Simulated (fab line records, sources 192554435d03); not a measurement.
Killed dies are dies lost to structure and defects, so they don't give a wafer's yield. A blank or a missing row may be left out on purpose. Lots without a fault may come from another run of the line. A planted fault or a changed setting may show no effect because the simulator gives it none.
Chamber matching | flow n5_finfet | N5_BEOL_M1_STRIP_19 on rie_diel-02: 4 sister chambers
The step strips in O2. 4 wafers are shown with their chamber, then 7 later ones without.

WAFERS WITH THEIR CHAMBER
wafer  | chamber | showerhead_plenum_p_Torr (Torr)
L081.1 | 3       | 2.25
L082.4 | 1       | 2.07
L082.6 | 2       | 2.00
L091.5 | 0       | 2.07

WAFERS WITHOUT THEIR CHAMBER
wafer  | showerhead_plenum_p_Torr (Torr)
L091.6 | 2.06
L093.1 | 1.99
L093.4 | 2.07
L093.6 | 2.06
L097.1 | 2.07
L097.5 | 2.06
L097.6 | 1.99

WHICH CHAMBER EACH WENT THROUGH
wafer  | from the rows above     | in truth
L091.6 | can't be placed: 0 or 1 | 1
L093.1 | 2                       | 2
L093.4 | can't be placed: 0 or 1 | 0
L093.6 | can't be placed: 0 or 1 | 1
L097.1 | can't be placed: 0 or 1 | 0
L097.5 | can't be placed: 0 or 1 | 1
L097.6 | 2                       | 2
Placed correctly: 2 of 7. Can't be placed from these rows: 5 (the true chamber is among the candidates in 5). Placed wrongly: 0.
How it was worked out, from the rows above alone: a wafer's distance from a chamber is the root of the sum, over the readings, of the square of ((its reading less the chamber's mean) divided by the reading's scatter). The wafer belongs to the nearest chamber; if the next one is less than 2 further off, it can't be placed. A chamber's mean is the mean of its shown wafers. The scatter: with one shown wafer a chamber, the root of the mean of the squares of how far each hidden wafer lies from its nearest shown one.
